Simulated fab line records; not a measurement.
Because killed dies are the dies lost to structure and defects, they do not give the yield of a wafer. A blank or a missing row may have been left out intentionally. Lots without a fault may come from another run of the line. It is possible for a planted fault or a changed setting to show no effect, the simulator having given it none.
A struck lot beside a sound one    flow n5 finfet    14 out of 1938 route steps
Sound: the wafers L120.1, L120.2, L120.4. Struck: wafers L121.4, L121.5, L121.6. At the end, the cause is stated.
At each step with rows: each side's tool, then ch and its chambers, then its first start. Under that, the readings that differ: sound wafers    struck wafers    difference of the means    sigmas: that difference in standard deviations of wafers without a fault.
alike: readings with means less than 2 such deviations apart, plus words and numbers identical on both sides. not compared: withheld readings, readings lacking a value on some wafer, bounds such as >300 that could conceal the same value, and numbers that have no deviation in the record and whose values overlap.
A row with sigmas, a row that says differs or no value, or rows on one side alone: a step with any of these is where the two part. Numbers that don't overlap but have no deviation are shown without sigmas and don't part them. Lack of a reading on every wafer of one side parts them only where that side has two or more wafers.

N5_BEOL_M5_STRIP_64: strips in CF4.
  sound on rie diel-02 ch 0,1,2, day 9 00:17; struck on rie diel-03 ch 0,1,3, day 9 18:09
  alike: drypump motor current A, oes product au, rf vpp V, showerhead plenum p Torr, throttle valve pct
  not compared: rf hours counter h
N5_BEOL_M5_HM_OPEN_17: chemistry Cl2/BCl3, target TiN, target depth 20 nm, overetch 6 nm.
  sound on rie metal-02 ch 0,1, day 9 00:20; struck on rie metal-01 ch 0,1, day 9 18:13
  alike: bias w, drypump motor current A, oes product au, throttle valve pct
  not compared: rf hours counter h
N5_BEOL_M5_STRIP_19: strips in O2.
  sound on rie diel-02 ch 0,2, day 9 00:37; struck on rie diel-05 ch 0,2,3, day 9 18:21
  alike: drypump motor current A, oes product au, rf vpp V, showerhead plenum p Torr, throttle valve pct
  not compared: rf hours counter h
N5_BEOL_M5_CD_MEAS_18: pitch 56 nm, target cd 28 nm.
  sound: cd sem-01 at day 9 00:41; struck: cd sem-03 at day 9 18:24
  alike: cd nm
then, 8 steps without rows for these wafers: N5_BEOL_M5_COAT_65 (time 60 s, resist thk 60 nm); N5_BEOL_M5_COAT_66 (time 60 s, resist thk 12 nm); N5_BEOL_M5_COAT_74 (time 60 s, resist thk 5 nm); N5_BEOL_M5_COAT_22 (resist thk 30 nm); N5_BEOL_M5_EBR_24; N5_BEOL_M5_SOFTBAKE_23 (time 60 s); N5_BEOL_M5_EXPOSE_25 (exposes mask V4, defocus 10 nm); N5_BEOL_M5_PEB_26 (peb time 60 s).
N5_BEOL_M5_DEVELOP_27: develop time 30 s.
  sound on litho track-04 ch 0, day 9 01:20; struck on litho track-04, day 9 19:58
  no value came back on the struck wafers for chill plate temp C (C), develop time s (s); on the sound wafers chill plate temp C (C) reads 22.85 23.02 23.07
reading                                       sound           struck          difference  sigmas
model.CAR-EUV_of_BEOL_M5_COAT_22.thk nm (nm)  29.4 29.4 29.6  30.2 30.2 30.2  +0.7        
N5_BEOL_M5_CD_MEAS_28: target cd 30.6 nm, target cd y 20 nm.
  sound on cd sem-02 ch 0, day 9 01:23; struck on cd sem-01 ch 0, day 9 20:01
reading     sound              struck  difference                     sigmas
cd nm (nm)  30.29 30.71 30.70  - - -   no value on the struck wafers  

WHERE THEY PART
At N5_BEOL_M5_DEVELOP_27 first; at N5_BEOL_M5_CD_MEAS_28 last (within this record only).

WHY: what the simulator had put in
Whole step skipped at N5_BEOL_M5_DEVELOP_27 on litho track-04, starting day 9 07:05. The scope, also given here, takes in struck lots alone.
